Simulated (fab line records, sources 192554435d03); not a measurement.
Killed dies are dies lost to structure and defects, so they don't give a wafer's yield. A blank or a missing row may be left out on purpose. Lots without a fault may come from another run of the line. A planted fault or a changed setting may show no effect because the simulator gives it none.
Problem report in the 8D (eight disciplines) form, filled by code | flow n5_finfet | the parts of the form that need people (team, actions taken, sign-off) are left out

1. THE PROBLEM
bias_w at N5_MIM_BOT_ETCH_ETCH_00 reads a mean of 118.2 W on 2 wafers of 2 lots; wafers without a fault read 125.9 W with a standard deviation of 0.39. That is -20 standard deviations from the usual mean.
The step: etches TiN in Cl2/BCl3, target depth 45.5 nm.
First seen on wafer L747.3, day 13 13:41, on rie_metal-03. The record holds 18 wafers of 6 lots with a number at this step. Rule for "out", or "out of limits": more than 4 standard deviations from the usual mean. The other wafers with a number count as sound.

2. WHAT IT IS AND WHAT IT IS NOT
question                    | is                | is not
which readings at this step | bias_w            | drypump_motor_current_A, oes_product_au, throttle_valve_pct
which lots                  | L747, L752        | L742, L757, L759, L762
which wafers of those lots  | L747.3, L752.4    | L747.4, L747.5, L752.1, L752.3
read on which tools         | rie_metal-03      | rie_metal-02
when                        | from day 13 13:41 | up to then (5 sound wafers); but 11 sound wafers of L752, L757, L759, L762 came after

3. SUSPECTS, AND WHAT RULES EACH OUT
Counting: a tool at a process step up to the reading stays a suspect if it ran every lot that is out. Sound lots after the first of them don't rule it out here, since some wafers of a struck lot are sound.
- rie_diel-01 at N5_MIM_BOT_LITHO_DESCUM_10 (chemistry O2, time 7.9 s): kept. It ran every lot that is out, first L747 (day 13 13:25).
- rie_diel-01 at N5_MIM_BOT_ETCH_ETCH_04 (etches SiNx in CF4/O2, target depth 26 nm, time 13 s): kept. It ran every lot that is out, first L747 (day 13 13:28).
- rie_metal-03 at N5_MIM_BOT_ETCH_ETCH_03 (etches the open film in Cl2/BCl3, target depth 12 nm): kept. It ran every lot that is out, first L747 (day 13 13:35); its last sound lot up to then is L742 (day 12 10:23).
- rie_metal-03 at N5_MIM_BOT_ETCH_ETCH_00 (etches TiN in Cl2/BCl3, target depth 45.5 nm): kept. It ran every lot that is out, first L747 (day 13 13:41); its last sound lot up to then is L742 (day 12 10:29). Its own readings are out on those wafers: bias_w.
- Within rie_metal-03 at N5_MIM_BOT_ETCH_ETCH_03: the wafers that are out ran in chamber 1; their sound lot-mates ran in chamber 0.
- Within rie_metal-03 at N5_MIM_BOT_ETCH_ETCH_00: the wafers that are out ran in chamber 1; their sound lot-mates ran in chamber 0.
Left after counting: rie_diel-01 at N5_MIM_BOT_LITHO_DESCUM_10, rie_diel-01 at N5_MIM_BOT_ETCH_ETCH_04, rie_metal-03 at N5_MIM_BOT_ETCH_ETCH_03, rie_metal-03 at N5_MIM_BOT_ETCH_ETCH_00.

4. THE CAUSE (what the simulator had put in)
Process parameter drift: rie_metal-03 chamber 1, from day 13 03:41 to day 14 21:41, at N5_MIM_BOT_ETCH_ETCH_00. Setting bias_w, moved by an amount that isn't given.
Counting left 4 suspects, and this tool is among them.

5. THE CHAIN OF EFFECTS, in route order
Each row: a reading whose mean over the struck wafers that have a number lies more than 3 standard deviations from the usual. Only readings for which the record gives a usual standard deviation are gone through. hours: the time from each lot's start at the first step in this table that gives one to its start at this step, as a median over the lots. sigmas: the change in usual standard deviations.
hours | step                    | reading | usual   | on struck wafers | change | sigmas
0     | N5_MIM_BOT_ETCH_ETCH_00 | bias_w  | 125.9 W | 118.2            | -7.8   | -20
The process steps in it:
- N5_MIM_BOT_ETCH_ETCH_00: etches TiN in Cl2/BCl3, target depth 45.5 nm.

6. WHAT WOULD HAVE CAUGHT IT SOONER
In this record the first reading out of limits was taken at day 13 13:41, 10 hours after the fault began at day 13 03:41.
